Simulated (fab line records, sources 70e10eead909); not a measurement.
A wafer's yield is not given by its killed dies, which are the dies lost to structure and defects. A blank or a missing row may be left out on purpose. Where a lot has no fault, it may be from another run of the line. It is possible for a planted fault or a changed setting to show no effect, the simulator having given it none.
8D (eight disciplines) problem report, filled in by code	flow nand-harc	the parts of the form that need people (team, actions taken, sign-off) are left out

## 1. THE ISSUE
Mean of raw-defect-count at NHARC_A_CHANNEL_HOLE_D2_INSPECT_40: 816 across 3 wafers in 2 lots; on wafers with no fault it is 249 (standard deviation 70). That is +8.1 standard deviations from the usual mean.
First observed at day 17 15:03: wafer L987.2, on defect-inspect-02. At this step, 36 wafers from 12 lots have a number in the record. By rule, "out" or "out of limits" means more than 4 standard deviations away from the usual mean. All remaining wafers that have a number are taken as sound.

## 2. WHAT IT IS, AND WHAT IT ISN'T
question	is	is not
which readings at this step	raw-defect-count	-
which lots	L987, L988	L101, L978, L979, L981, L982, L990, L995, L997, L998, L999
which wafers of those lots	L987.2, L987.5, L988.4	L987.4, L988.1, L988.3
read on which gauges	defect-inspect-02	defect-inspect-01
when	from day 17 15:03	up to then (13 sound wafers); but 20 sound wafers of L101, L988, L990, L995, L997, L998, L999 came after

## 3. SUSPECTS, AND WHAT RULES EACH OUT
Counting: a tool at a process step up to the reading stays a suspect if it ran every lot that is out. Sound lots after the first of them don't rule it out here, since some wafers of a struck lot are sound.
- the gauge at NHARC_A_CHANNEL_HOLE_D2_INSPECT_40: kept. All the wafers that are out were read on defect-inspect-02, and no step on other tools shows them out.
- har-etch-01 at NHARC_A_CHANNEL_HOLE_D2_ETCH_20 (etches the open film in C4F8/O2/Ar, time 361.9 s, target depth 1600 nm): kept. Ran every lot that is out, first one L987 (day 17 09:29); last sound lot up to then L982 (day 15 00:00).
- har-etch-01 at NHARC_A_CHANNEL_HOLE_D2_ETCH_24 (etches the open film in C4F8/O2/Ar, time 906.2 s, target depth 1500 nm): kept. Ran every lot that is out, first one L987 (day 17 11:34); last sound lot up to then L982 (day 15 02:05).
- The sound lot-mates ran in chamber 1 of har-etch-01 at NHARC_A_CHANNEL_HOLE_D2_ETCH_20, but the wafers that are out ran in chamber 0.
- The sound lot-mates ran in chamber 1 of har-etch-01 at NHARC_A_CHANNEL_HOLE_D2_ETCH_24, but the wafers that are out ran in chamber 0.
Still standing after the count: har-etch-01 at NHARC_A_CHANNEL_HOLE_D2_ETCH_20, har-etch-01 at NHARC_A_CHANNEL_HOLE_D2_ETCH_24, defect-inspect-02 at NHARC_A_CHANNEL_HOLE_D2_INSPECT_40.

## 4. THE CAUSE (what the simulator had put in)
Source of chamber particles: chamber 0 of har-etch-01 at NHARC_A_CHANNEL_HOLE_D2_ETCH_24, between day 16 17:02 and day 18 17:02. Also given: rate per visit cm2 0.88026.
3 suspects survive the count, and this tool is in that group.

## 5. SEQUENCE OF EFFECTS, ordered by route
Each row: a reading where the mean over the struck wafers with a number is more than 3 standard deviations away from the usual. Readings are gone through only where the record gives a usual standard deviation; hours: the median, over the lots, of the time from a lot's start at the first step in this table giving one to that lot's start at this step; sigmas: the change measured in usual standard deviations.
hours	step	reading	usual	on struck wafers	change	sigmas
0	NHARC_A_CHANNEL_HOLE_D2_INSPECT_40	raw-defect-count	249	816	+567	+8.1
264	NHARC_END_SORT_01	killed-at-array	50	103	+53	+3.1

## 6. WHAT WOULD HAVE CAUGHT IT SOONER
In this record the first reading out of limits at a measuring or inspecting step was taken at day 17 15:03, 22 hours after the fault began at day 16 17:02.
An alarm limit of 4 standard deviations would not have fired on the tool readings at NHARC_A_CHANNEL_HOLE_D2_ETCH_24 for which the record gives a usual standard deviation, since none of them was out on any struck wafer.
Of the lots that are out (2), L988 began NHARC_A_CHANNEL_HOLE_D2_ETCH_24 on har-etch-01 after day 17 15:03. Had the tool been put on hold then, it would have been spared.
